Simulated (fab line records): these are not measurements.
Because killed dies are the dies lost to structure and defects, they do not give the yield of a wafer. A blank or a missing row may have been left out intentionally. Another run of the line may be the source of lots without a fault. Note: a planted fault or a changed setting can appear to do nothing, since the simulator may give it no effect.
fab line records    flow n5Finfet    part 2 of 2: steps 18 to 18 of 18
[record] lots = 7  wafers = 21  lastDay = 16
route steps=1938 shown PMOS_HMC_CHANNEL_EPI@66 PASSIVATION@1936
lots that met no fault: from a run of the same line without faults
startH: hours from the record's opening day to when the first of the lot's shown wafers began    waitH: time in hours since the lot's previous step    " as in the row above    L1.1+2: a single row standing in for several wafers    - either no value or no given start    * or withheld: withheld    < > ~ a bound
route shown NAME@n: a module of which the file shows steps, and the number in the route of the first    usual: mean and standard deviation over wafers with no fault    same: alike in all rows    chamber/n: place in a boat    sites: the reading at each site    _std_site: their standard deviation    _edge_site: mean of outer sites minus mean of inner sites    radiusMm: how far each site lies from the wafer's centre    mask NAME#n: copy n    behind: the last tool/chamber to shape the wafer    hold: reason for holding the lot/hours on hold/outcome of the hold    device: whichever transistor did not switch (one of n, p or np)    end of line: the same wafers' tests at the end of the route    a step given without rows: its recipe and nothing more    killed: the dies lost at the first sort to structure and to defects; this is not the yield of the wafer    map: a wafer's dies, marking killed ones x, the rest . and places with no die _
set.NAME: the run value of the setting; set.NAME@STEP: its run value at that earlier step    model.NAME: the simulator's own value behind a step, which no gauge read
lots at selected steps of the route; one table per step, one row per wafer
services: a tool's chamber out of use, with start hour (startH, from the record's first day; less than 0 if before it), hours out, and reason
[[steps]]
[step N5_PASSIVATION_PROBE_49]
[usual] defectLimitedYield = 91.4/1.6  killed_at_M0_to_M3 = 35/10  killed_at_M4_up = 12/4.7  killedAtContacts = 12/5.8  killedAtFrontEnd = 38/12  killedAtOther = 4/3.2  killedDies = 102/18  killedOnRim = 13/4.2  killedOpen = 68/14  killedShort = 32/8  sort_bin_5_function = 5.1/0.96  sort_bin_6_memory = 3.2/0.77  sortNPass = 1078/20  sortYieldPct = 91.3/1.7
[same] grossDies = 1180  killedAtBackSide = 0  sort_bin_4_leakage[%] = 0  sort_bin_8_speed[%] = 0
lot.wafer  tool       chamber  startH  waitH  defectLimitedYield[%]  killed_at_M0_to_M3  killed_at_M4_up  killedAtContacts  killedAtFrontEnd  killedAtOther  killedDies  killedOnRim  killedOpen  killedShort  sort_bin_5_function[%]  sort_bin_6_memory[%]  sortNPass  sortYieldPct[%]
L954.1     prober-01  -        264.07  0.0    90.9                   43                  8                8                 41                7              107         12           76          30           5.4                     3.3                   1073       90.9
L954.5     prober-01  -        264.27  0.2    90.8                   32                  13               5                 57                2              109         18           63          44           6.2                     2.6                   1071       90.8
L954.6     prober-01  -        264.32  0.3    91.2                   30                  5                3                 62                4              104         12           67          33           4.8                     3.8                   1076       91.2
L964.1     prober-02  -        336.95  0.0    91.3                   42                  8                24                25                4              103         15           77          26           5.6                     2.8                   1077       91.3
L964.2     prober-02  -        337.00  0.1    92.0                   34                  16               10                31                3              94          11           63          31           4.7                     3.0                   1086       92.0
L964.6     prober-02  -        337.20  0.3    89.8                   44                  20               10                42                4              120         11           92          28           5.9                     4.1                   1060       89.8
L968.1     prober-02  -        359.58  0.9    0                      5                   2                1                 1172              0              1180        152          9           2            74.2                    1.7                   0          0
L968.3     prober-02  -        359.68  1.0    0                      5                   2                1                 1172              0              1180        152          9           8            73.2                    3.3                   0          0
L968.5     prober-02  -        359.78  1.1    0                      11                  1                4                 1163              1              1180        152          18          8            71.7                    3.0                   0          0
L969.1     prober-01  -        373.30  0.0    0                      8                   1                2                 1167              2              1180        152          16          12           74.1                    2.4                   0          0
L969.3     prober-01  -        373.40  0.1    0                      10                  0                2                 1166              2              1180        152          21          1            74.6                    4.0                   0          0
L969.5     prober-01  -        373.50  0.2    0                      12                  0                1                 1167              0              1180        152          19          4            74.1                    2.7                   0          0
L975.2     prober-02  -        390.80  0.4    90.8                   25                  18               22                40                3              108         8            64          43           4.9                     3.8                   1072       90.8
L975.3     prober-02  -        390.85  0.5    89.4                   52                  12               16                42                3              125         19           80          45           6.0                     4.2                   1055       89.4
L975.6     prober-02  -        391.00  0.6    90.0                   39                  27               14                38                0              118         13           88          30           6.4                     3.3                   1062       90.0
L974.3     prober-01  -        394.40  0.1    91.2                   34                  9                9                 47                5              104         17           72          31           5.6                     3.0                   1076       91.2
L974.5     prober-01  -        394.50  0.2    91.3                   21                  15               6                 51                10             103         15           73          30           5.0                     3.6                   1077       91.3
L974.6     prober-01  -        394.55  0.3    90.6                   23                  21               18                42                7              111         7            72          39           5.8                     3.5                   1069       90.6
// killed by level:class
L954.1 FIN_SAQP:geometricParticle:short=12 STI_FIN_REVEAL:geometricParticle:open=11 BEOL_M0_SAQP:geometricParticle:open=11 FIN_SAQP:geometricParticle:open=9 BEOL_M0_SAQP:geometricParticle:short=8 BEOL_M3:geometricParticle:open=8 BEOL_M1:geometricParticle:open=7 MOL_CONTACT_COAG:geometricParticle:open=7
L954.5 FIN_SAQP:geometricParticle:open=14 FIN_SAQP:geometricParticle:short=12 DUMMY_GATE:geometricParticle:open=8 BEOL_M0_SAQP:geometricParticle:open=8 BEOL_M0_SAQP:geometricParticle:short=8 STI_FIN_REVEAL:geometricParticle:open=7 BEOL_M1:geometricParticle:open=5 BEOL_M4:geometricParticle:open=5
L954.6 FIN_SAQP:geometricParticle:short=16 FIN_SAQP:geometricParticle:open=14 STI_FIN_REVEAL:geometricParticle:open=11 BEOL_M2:geometricParticle:open=10 DUMMY_GATE:geometricParticle:open=6 BEOL_M1:geometricParticle:open=6 BEOL_M0_SAQP:geometricParticle:short=5 BEOL_M0_SAQP:geometricParticle:open=5
L964.1 MOL_CONTACT_COAG:geometricParticle:open=20 BEOL_M1:geometricParticle:open=13 BEOL_M0_SAQP:geometricParticle:short=10 BEOL_M0_SAQP:geometricParticle:open=10 FIN_SAQP:geometricParticle:open=7 ILD0:geometricParticle:open=5 MOL_CONTACT_COAG:geometricParticle:short=4 BEOL_M3:geometricParticle:open=4
L964.2 MOL_CONTACT_COAG:geometricParticle:open=10 BEOL_M0_SAQP:geometricParticle:short=9 BEOL_M1:geometricParticle:open=9 BEOL_M4:geometricParticle:open=8 DUMMY_GATE:geometricParticle:open=7 BEOL_M0_SAQP:geometricParticle:open=7 STI_FIN_REVEAL:geometricParticle:open=5 BEOL_M3:geometricParticle:open=4
L964.6 BEOL_M4:geometricParticle:open=14 DUMMY_GATE:geometricParticle:open=11 BEOL_M1:geometricParticle:open=11 MOL_CONTACT_COAG:geometricParticle:open=10 BEOL_M0_SAQP:geometricParticle:short=8 BEOL_M0_SAQP:geometricParticle:open=8 BEOL_M3:geometricParticle:open=7 STARTING-WAFER:geometricParticle:open=7
L968.1 FIN_SAQP:lostPattern=1162 PMOS_HMC_CHANNEL_EPI:areaEpi=7 FIN_SAQP:geometricParticle:open=2 BEOL_M1:geometricParticle:open=2 BEOL_M7:geometricParticle:open=2 MOL_CONTACT_COAG:geometricParticle:open=1 BEOL_M0_SAQP:geometricParticle:open=1 BEOL_M2:geometricParticle:short=1
L968.3 FIN_SAQP:lostPattern=1157 PMOS_HMC_CHANNEL_EPI:areaEpi=6 STI_FIN_REVEAL:geometricParticle:open=2 BEOL_M1:geometricParticle:short=2 STARTING-WAFER:geometricParticle:open=2 FIN_SAQP:geometricParticle:open=1 FIN_SAQP:geometricParticle:short=1 STI_FIN_REVEAL:geometricParticle:short=1
L968.5 FIN_SAQP:lostPattern=1149 BEOL_M2:geometricParticle:open=6 PMOS_HMC_CHANNEL_EPI:areaEpi=5 MOL_CONTACT_COAG:geometricParticle:open=3 FIN_SAQP:geometricParticle:open=2 STI_FIN_REVEAL:geometricParticle:short=2 BEOL_M0_SAQP:geometricParticle:short=2 BEOL_M1:geometricParticle:open=2
L969.1 FIN_SAQP:lostPattern=1148 STI_FIN_REVEAL:geometricParticle:open=4 BEOL_M0_SAQP:geometricParticle:short=4 PMOS_HMC_CHANNEL_EPI:areaEpi=4 FIN_SAQP:geometricParticle:open=2 GATE_CUT:geometricParticle:short=2 MOL_CONTACT_COAG:geometricParticle:open=2 FIN_SAQP:geometricParticle:short=1
L969.3 FIN_SAQP:lostPattern=1151 PMOS_HMC_CHANNEL_EPI:areaEpi=7 BEOL_M0_SAQP:geometricParticle:open=4 BEOL_M2:geometricParticle:open=4 FIN_SAQP:geometricParticle:open=3 MOL_CONTACT_COAG:geometricParticle:open=2 MIM_BOT:geometricParticle:open=2 FIN_CUT:geometricParticle:open=1
L969.5 FIN_SAQP:lostPattern=1150 PMOS_HMC_CHANNEL_EPI:areaEpi=7 FIN_SAQP:geometricParticle:open=4 BEOL_M0_SAQP:geometricParticle:open=4 BEOL_M3:geometricParticle:open=4 BEOL_M2:geometricParticle:open=3 STARTING-WAFER:geometricParticle:short=2 FIN_SAQP:geometricParticle:short=1
L975.2 MOL_CONTACT_COAG:geometricParticle:open=15 FIN_SAQP:geometricParticle:short=13 BEOL_M4:geometricParticle:open=9 BEOL_M3:geometricParticle:open=8 FIN_SAQP:geometricParticle:open=7 MOL_CONTACT_COAG:geometricParticle:short=6 BEOL_M0_SAQP:geometricParticle:short=6 GATE_CUT:geometricParticle:short=3
L975.3 MOL_CONTACT_COAG:geometricParticle:open=16 FIN_SAQP:geometricParticle:short=12 BEOL_M0_SAQP:geometricParticle:short=12 BEOL_M0_SAQP:geometricParticle:open=10 BEOL_M1:geometricParticle:open=10 BEOL_M0:geometricParticle:open=8 FIN_SAQP:geometricParticle:open=7 BEOL_M4:geometricParticle:open=5
L975.6 BEOL_M4:geometricParticle:open=18 FIN_SAQP:geometricParticle:open=12 MOL_CONTACT_COAG:geometricParticle:open=11 BEOL_M0_SAQP:geometricParticle:short=8 BEOL_M1:geometricParticle:open=8 BEOL_M2:geometricParticle:open=7 BEOL_M0_SAQP:geometricParticle:open=4 FIN_SAQP:geometricParticle:short=4
L974.3 STI_FIN_REVEAL:geometricParticle:open=14 BEOL_M3:geometricParticle:open=12 FIN_SAQP:geometricParticle:short=8 BEOL_M0_SAQP:geometricParticle:short=8 BEOL_M0_SAQP:geometricParticle:open=8 MOL_CONTACT_COAG:geometricParticle:open=8 DUMMY_GATE:geometricParticle:open=6 BEOL_M4:geometricParticle:open=5
L974.5 STI_FIN_REVEAL:geometricParticle:open=14 FIN_SAQP:geometricParticle:short=7 DUMMY_GATE:geometricParticle:open=7 MOL_CONTACT_COAG:geometricParticle:open=6 BEOL_M4:geometricParticle:open=6 BEOL_M3:geometricParticle:open=5 BEOL_M0_SAQP:geometricParticle:short=5 MIM_TOP:geometricParticle:open=5
L974.6 STI_FIN_REVEAL:geometricParticle:open=17 MOL_CONTACT_COAG:geometricParticle:open=13 BEOL_M4:geometricParticle:open=8 BEOL_M0_SAQP:geometricParticle:open=7 FIN_SAQP:geometricParticle:short=5 MOL_CONTACT_COAG:geometricParticle:short=5 BEOL_M3:geometricParticle:open=5 FIN_SAQP:geometricParticle:open=4
// map L968.1 (x killed, . not)
_________________xxxxxxxxxxxx________________
______________xxxxxxxxxxxxxxxxxx_____________
___________xxxxxxxxxxxxxxxxxxxxxxxx__________
__________xxxxxxxxxxxxxxxxxxxxxxxxxx_________
________xxxxxxxxxxxxxxxxxxxxxxxxxxxxxx_______
_______xxxxxxxxxxxxxxxxxxxxxxxxxxxxxxxx______
______xxxxxxxxxxxxxxxxxxxxxxxxxxxxxxxxxx_____
_____xxxxxxxxxxxxxxxxxxxxxxxxxxxxxxxxxxxx____
____xxxxxxxxxxxxxxxxxxxxxxxxxxxxxxxxxxxxxx___
___xxxxxxxxxxxxxxxxxxxxxxxxxxxxxxxxxxxxxxxx__
___xxxxxxxxxxxxxxxxxxxxxxxxxxxxxxxxxxxxxxxx__
__xxxxxxxxxxxxxxxxxxxxxxxxxxxxxxxxxxxxxxxxxx_
__xxxxxxxxxxxxxxxxxxxxxxxxxxxxxxxxxxxxxxxxxx_
_xxxxxxxxxxxxxxxxxxxxxxxxxxxxxxxxxxxxxxxxxxxx
_xxxxxxxxxxxxxxxxxxxxxxxxxxxxxxxxxxxxxxxxxxxx
_xxxxxxxxxxxxxxxxxxxxxxxxxxxxxxxxxxxxxxxxxxxx
_xxxxxxxxxxxxxxxxxxxxxxxxxxxxxxxxxxxxxxxxxxxx
_xxxxxxxxxxxxxxxxxxxxxxxxxxxxxxxxxxxxxxxxxxxx
_xxxxxxxxxxxxxxxxxxxxxxxxxxxxxxxxxxxxxxxxxxxx
_xxxxxxxxxxxxxxxxxxxxxxxxxxxxxxxxxxxxxxxxxxxx
_xxxxxxxxxxxxxxxxxxxxxxxxxxxxxxxxxxxxxxxxxxxx
__xxxxxxxxxxxxxxxxxxxxxxxxxxxxxxxxxxxxxxxxxx_
__xxxxxxxxxxxxxxxxxxxxxxxxxxxxxxxxxxxxxxxxxx_
___xxxxxxxxxxxxxxxxxxxxxxxxxxxxxxxxxxxxxxxx__
___xxxxxxxxxxxxxxxxxxxxxxxxxxxxxxxxxxxxxxxx__
____xxxxxxxxxxxxxxxxxxxxxxxxxxxxxxxxxxxxxx___
_____xxxxxxxxxxxxxxxxxxxxxxxxxxxxxxxxxxxx____
______xxxxxxxxxxxxxxxxxxxxxxxxxxxxxxxxxx_____
_______xxxxxxxxxxxxxxxxxxxxxxxxxxxxxxxx______
________xxxxxxxxxxxxxxxxxxxxxxxxxxxxxx_______
__________xxxxxxxxxxxxxxxxxxxxxxxxxx_________
___________xxxxxxxxxxxxxxxxxxxxxxxx__________
______________xxxxxxxxxxxxxxxxxx_____________
_________________xxxxxxxxxxxx________________
// map L969.1 (x killed, . not)
_________________xxxxxxxxxxxx________________
______________xxxxxxxxxxxxxxxxxx_____________
___________xxxxxxxxxxxxxxxxxxxxxxxx__________
__________xxxxxxxxxxxxxxxxxxxxxxxxxx_________
________xxxxxxxxxxxxxxxxxxxxxxxxxxxxxx_______
_______xxxxxxxxxxxxxxxxxxxxxxxxxxxxxxxx______
______xxxxxxxxxxxxxxxxxxxxxxxxxxxxxxxxxx_____
_____xxxxxxxxxxxxxxxxxxxxxxxxxxxxxxxxxxxx____
____xxxxxxxxxxxxxxxxxxxxxxxxxxxxxxxxxxxxxx___
___xxxxxxxxxxxxxxxxxxxxxxxxxxxxxxxxxxxxxxxx__
___xxxxxxxxxxxxxxxxxxxxxxxxxxxxxxxxxxxxxxxx__
__xxxxxxxxxxxxxxxxxxxxxxxxxxxxxxxxxxxxxxxxxx_
__xxxxxxxxxxxxxxxxxxxxxxxxxxxxxxxxxxxxxxxxxx_
_xxxxxxxxxxxxxxxxxxxxxxxxxxxxxxxxxxxxxxxxxxxx
_xxxxxxxxxxxxxxxxxxxxxxxxxxxxxxxxxxxxxxxxxxxx
_xxxxxxxxxxxxxxxxxxxxxxxxxxxxxxxxxxxxxxxxxxxx
_xxxxxxxxxxxxxxxxxxxxxxxxxxxxxxxxxxxxxxxxxxxx
_xxxxxxxxxxxxxxxxxxxxxxxxxxxxxxxxxxxxxxxxxxxx
_xxxxxxxxxxxxxxxxxxxxxxxxxxxxxxxxxxxxxxxxxxxx
_xxxxxxxxxxxxxxxxxxxxxxxxxxxxxxxxxxxxxxxxxxxx
_xxxxxxxxxxxxxxxxxxxxxxxxxxxxxxxxxxxxxxxxxxxx
__xxxxxxxxxxxxxxxxxxxxxxxxxxxxxxxxxxxxxxxxxx_
__xxxxxxxxxxxxxxxxxxxxxxxxxxxxxxxxxxxxxxxxxx_
___xxxxxxxxxxxxxxxxxxxxxxxxxxxxxxxxxxxxxxxx__
___xxxxxxxxxxxxxxxxxxxxxxxxxxxxxxxxxxxxxxxx__
____xxxxxxxxxxxxxxxxxxxxxxxxxxxxxxxxxxxxxx___
_____xxxxxxxxxxxxxxxxxxxxxxxxxxxxxxxxxxxx____
______xxxxxxxxxxxxxxxxxxxxxxxxxxxxxxxxxx_____
_______xxxxxxxxxxxxxxxxxxxxxxxxxxxxxxxx______
________xxxxxxxxxxxxxxxxxxxxxxxxxxxxxx_______
__________xxxxxxxxxxxxxxxxxxxxxxxxxx_________
___________xxxxxxxxxxxxxxxxxxxxxxxx__________
______________xxxxxxxxxxxxxxxxxx_____________
_________________xxxxxxxxxxxx________________
[[services]]
tool        chamber  startH  hours  kind
rieDiel-02  0        0.53    -      clean
rieDiel-02  0        0.53    -      consumableReplace:focusRing
rieDiel-02  0        0.53    21.6   scheduledDown
rieDiel-02  0        0.53    21.6   ventCycle
rieSi-05    3        3.65    6.4    repair
rieDiel-05  3        11.97   4.0    repair
rieDiel-02  3        13.30   5.3    repair
rieDiel-02  3        22.54   6.3    repair
rieDiel-02  -        89.59   0.7    repair
rieSi-02    0        95.08   3.3    repair
rieDiel-02  2        95.78   4.7    repair
rieDiel-02  3        97.68   4.5    repair
rieSi-05    2        106.40  1.9    repair
rieDiel-02  3        119.31  7.9    repair
rieDiel-05  -        122.19  0.2    repair
rieDiel-05  3        129.67  16.7   repair
[[key]]
[firstSign] step = N5_PMOS_HMC_CHANNEL_EPI_EPI_20  reading = toolRecord  direction = missing
[effect] step = N5_PASSIVATION_PROBE_49  reading = killedAtFrontEnd  direction = up  sigmas = 96  usual = 38  struck = 1168
metAt N5_PMOS_HMC_CHANNEL_EPI_EPI_20
struckWafers L967.2,L967.3,L967.6,L968.1,L968.3,L968.5,L969.1,L969.3,L969.5
laterRowsLeftOut L967.2,L967.3,L967.6,L968.1,L968.3,L968.5,L969.1,L969.3,L969.5
sortLeftOut L967.2,L967.3,L967.6
onsetBetween 18.25 98.35
[fault] kind = skippedStepWhole  tool = epiRpcvd-01  chamber = -  onsetH = 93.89  steps = N5_PMOS_HMC_CHANNEL_EPI_EPI_20  scope = struckLotsOnly
// sortLeftOut: the simulated sort isn't trusted on such a fault, so these wafers' sort isn't shown, and their yield isn't known
// laterRowsLeftOut: the simulator's readings of these wafers behind a module that went badly wrong aren't trusted and aren't shown, but for the sort
